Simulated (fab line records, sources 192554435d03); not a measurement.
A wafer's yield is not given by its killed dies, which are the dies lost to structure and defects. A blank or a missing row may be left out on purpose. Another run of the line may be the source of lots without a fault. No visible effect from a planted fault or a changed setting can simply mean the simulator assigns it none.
Matching of chambers / flow n5Finfet / N5_PMOS_HMC_CHANNEL_EPI_ETCH_38 on rieSi-03 has 4 sister chambers
The step etches SiO2 in CF4, target depth 1.5 nm. 14 wafers are shown with their chamber, then 7 later ones without.

## WAFERS PAIRED WITH THEIR CHAMBERS
wafer=L156.1; chamber=0; drypumpMotorCurrentA (A)=5.0; throttleValvePct (%)=21.99; oesProductAu (a.u.)=0.973
wafer=L156.3; chamber=2; drypumpMotorCurrentA (A)=5.6; throttleValvePct (%)=21.61; oesProductAu (a.u.)=0.996
wafer=L156.4; chamber=3; drypumpMotorCurrentA (A)=6.2; throttleValvePct (%)=22.02; oesProductAu (a.u.)=1.001
wafer=L158.3; chamber=1; drypumpMotorCurrentA (A)=6.4; throttleValvePct (%)=21.68; oesProductAu (a.u.)=0.984
wafer=L158.5; chamber=2; drypumpMotorCurrentA (A)=5.6; throttleValvePct (%)=21.61; oesProductAu (a.u.)=0.994
wafer=L158.6; chamber=1; drypumpMotorCurrentA (A)=6.4; throttleValvePct (%)=21.69; oesProductAu (a.u.)=0.985
wafer=L169.1; chamber=0; drypumpMotorCurrentA (A)=5.0; throttleValvePct (%)=21.99; oesProductAu (a.u.)=0.980
wafer=L169.4; chamber=1; drypumpMotorCurrentA (A)=6.4; throttleValvePct (%)=21.67; oesProductAu (a.u.)=0.974
wafer=L169.6; chamber=1; drypumpMotorCurrentA (A)=6.4; throttleValvePct (%)=21.69; oesProductAu (a.u.)=0.988
wafer=L170.2; chamber=3; drypumpMotorCurrentA (A)=6.2; throttleValvePct (%)=22.03; oesProductAu (a.u.)=1.010
wafer=L170.3; chamber=0; drypumpMotorCurrentA (A)=5.1; throttleValvePct (%)=21.99; oesProductAu (a.u.)=0.978
wafer=L170.6; chamber=3; drypumpMotorCurrentA (A)=6.2; throttleValvePct (%)=22.04; oesProductAu (a.u.)=0.997
wafer=L171.1; chamber=3; drypumpMotorCurrentA (A)=6.2; throttleValvePct (%)=22.04; oesProductAu (a.u.)=1.011
wafer=L171.3; chamber=0; drypumpMotorCurrentA (A)=5.0; throttleValvePct (%)=22.00; oesProductAu (a.u.)=0.978

SIGNATURES (averages over the wafers above)
reading=drypumpMotorCurrentA; chamber 0=5.025; chamber 1=6.400; chamber 2=5.600; chamber 3=6.200; scatter within a chamber=0.0274
reading=throttleValvePct; chamber 0=21.9925; chamber 1=21.6825; chamber 2=21.6100; chamber 3=22.0325; scatter within a chamber=0.00791
reading=oesProductAu; chamber 0=0.97725; chamber 1=0.98275; chamber 2=0.99500; chamber 3=1.00475; scatter within a chamber=0.00529
Rule: a wafer lies at a distance from a chamber equal to the root of the sum of squares, over the readings, of (its reading less the chamber's mean, divided by the reading's scatter). If the next closest chamber is less than 2 further off than the closest, the wafer can't be placed; otherwise it belongs to the closest. How the scatter is found: for the shown wafers, subtract from each reading the mean of its chamber, square and add these, divide the total by (wafers less chambers), then take the root.

## WAFERS WHOSE CHAMBER IS MISSING
wafer=L171.5; drypumpMotorCurrentA (A)=5.6; throttleValvePct (%)=21.61; oesProductAu (a.u.)=0.987
wafer=L173.1; drypumpMotorCurrentA (A)=6.4; throttleValvePct (%)=21.68; oesProductAu (a.u.)=0.982
wafer=L173.4; drypumpMotorCurrentA (A)=6.2; throttleValvePct (%)=22.04; oesProductAu (a.u.)=1.015
wafer=L173.6; drypumpMotorCurrentA (A)=5.0; throttleValvePct (%)=21.99; oesProductAu (a.u.)=0.978
wafer=L174.1; drypumpMotorCurrentA (A)=6.2; throttleValvePct (%)=22.04; oesProductAu (a.u.)=1.002
wafer=L174.3; drypumpMotorCurrentA (A)=5.0; throttleValvePct (%)=22.00; oesProductAu (a.u.)=0.976
wafer=L174.4; drypumpMotorCurrentA (A)=6.4; throttleValvePct (%)=21.68; oesProductAu (a.u.)=0.982

## WHICH CHAMBER EACH WENT THROUGH
wafer=L171.5; from the rows above=2; in truth=2
wafer=L173.1; from the rows above=1; in truth=1
wafer=L173.4; from the rows above=3; in truth=3
wafer=L173.6; from the rows above=0; in truth=0
wafer=L174.1; from the rows above=3; in truth=3
wafer=L174.3; from the rows above=0; in truth=0
wafer=L174.4; from the rows above=1; in truth=1
Correct placement for 7 of the 7. Not placeable from these rows: 0. 0 placed wrongly.
